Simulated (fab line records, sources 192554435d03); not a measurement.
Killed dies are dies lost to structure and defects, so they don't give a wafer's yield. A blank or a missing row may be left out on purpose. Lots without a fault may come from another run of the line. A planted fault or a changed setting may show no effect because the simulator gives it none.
Which tool did it? | flow n5_finfet | 12 lots, 36 wafers sampled, at 3 steps of a route of 1938

WHAT THE GAUGES READ, wafer by wafer
N5_BEOL_M12_THK_MEAS_50: measures by xrf. Usual: M12_THK 324 nm, standard deviation 4.6.
lot  | measured     | on            | M12_THK (nm) | flag
L783 | day 11 04:14 | film_metro-02 | 324 323 321  |
L784 | day 11 10:49 | film_metro-02 | 333 336 329  |
L786 | day 12 21:31 | film_metro-02 | 327 318 323  |
L790 | day 13 01:43 | film_metro-02 | 322 323 320  |
L789 | day 13 02:50 | film_metro-01 | 320 324 317  |
L788 | day 13 03:16 | film_metro-02 | 328 326 321  |
L794 | day 14 11:11 | film_metro-02 | 319 324 320  |
L798 | day 15 06:45 | film_metro-01 | 326 331 319  |
L801 | day 16 11:04 | film_metro-02 | 324 332 339  |
L804 | day 16 18:41 | film_metro-01 | 323 321 326  |
L802 | day 16 18:46 | film_metro-02 | 326 326 323  |
L805 | day 17 05:44 | film_metro-02 | 322 320 326  |

N5_BEOL_M13_OVL_MEAS_11. Usual: V12_OVL -2 nm, standard deviation 5.9.
lot  | measured     | on         | V12_OVL (nm) | flag
L783 | day 11 05:02 | overlay-02 | 5 1 4        |
L784 | day 11 11:37 | overlay-01 | -2 -8 -1     |
L786 | day 12 22:13 | overlay-02 | -13 -3 -6    |
L790 | day 13 02:26 | overlay-02 | 1 0 6        |
L789 | day 13 03:31 | overlay-02 | -7 -6 -17    |
L788 | day 13 03:58 | overlay-02 | -7 -5 -3     |
L794 | day 14 11:59 | overlay-02 | -10 -5 -7    |
L798 | day 15 07:29 | overlay-02 | 0 3 1        |
L801 | day 16 11:52 | overlay-02 | 11 8 10      |
L804 | day 16 19:29 | overlay-02 | 2 5 7        |
L802 | day 16 19:39 | overlay-01 | -1 -1 4      |
L805 | day 17 06:36 | overlay-01 | 2 1 8        |

WHICH TOOL RAN EACH LOT (tool, then ch and the chambers of the sampled wafers, then the start)
lot  | N5_BEOL_M12_DEP_53
L783 | pecvd-04 ch 0,1,2, day 11 04:17
L784 | pecvd-02 ch 0,1,2, day 11 10:52
L786 | pecvd-02 ch 1,2, day 12 21:35
L790 | pecvd-01 ch 0,1,2, day 13 01:46
L789 | pecvd-02 ch 0,2, day 13 02:55
L788 | pecvd-04 ch 0,2, day 13 03:20
L794 | pecvd-04 ch 0,2, day 14 11:14
L798 | pecvd-04 ch 0,1, day 15 06:49
L801 | pecvd-02 ch 0,2, day 16 11:08
L804 | pecvd-02 ch 0,1, day 16 18:46
L802 | pecvd-04 ch 1, day 16 18:50
L805 | pecvd-01 ch 0,1,2, day 17 05:48
- N5_BEOL_M12_DEP_53: deposits SiCN from 3MS/NH3, target thk 30 nm, time 10.5 s.

WHAT THE TOOLS THEMSELVES READ (means of the sampled wafers that have a number; where no wafer has one, the mark that the record gives instead)
N5_BEOL_M12_DEP_53. Usual: showerhead_plenum_p_Torr 4.174 Torr, standard deviation 0.028; throttle_valve_pct 17.9 %, standard deviation 0.69.
lot  | tool     | showerhead_plenum_p_Torr (Torr) | throttle_valve_pct (%) | flag
L783 | pecvd-04 | 4.157                           | 17.2                   |
L784 | pecvd-02 | 4.204                           | 18.3                   |
L786 | pecvd-02 | 4.203                           | 17.9                   |
L790 | pecvd-01 | 4.152                           | 18.0                   |
L789 | pecvd-02 | 4.198                           | 17.7                   |
L788 | pecvd-04 | 4.138                           | 17.2                   |
L794 | pecvd-04 | 4.137                           | 17.4                   |
L798 | pecvd-04 | 4.171                           | 17.6                   |
L801 | pecvd-02 | 4.202                           | 18.1                   |
L804 | pecvd-02 | 4.199                           | 18.5                   |
L802 | pecvd-04 | 4.174                           | 17.1                   |
L805 | pecvd-01 | 4.160                           | 18.1                   |

THE ANSWER, worked out from the rows above alone
Rule: a lot is off if the mean of its wafers that have a number lies more than 3 standard deviations from the usual mean. A lot without any number at a reading at which 4 lots or more have one is off too. The other lots that the step has rows for count as sound. The gauges are gone through in route order, then the tools' own readings, and for those a lot's mean is taken as printed above. The first step at which some lot is off is used, and at that step the reading that is off furthest; a lot without a number counts as furthest.
No lot is off at any reading shown: from this, nothing can be told.

WHAT THE SIMULATOR HAD PUT IN
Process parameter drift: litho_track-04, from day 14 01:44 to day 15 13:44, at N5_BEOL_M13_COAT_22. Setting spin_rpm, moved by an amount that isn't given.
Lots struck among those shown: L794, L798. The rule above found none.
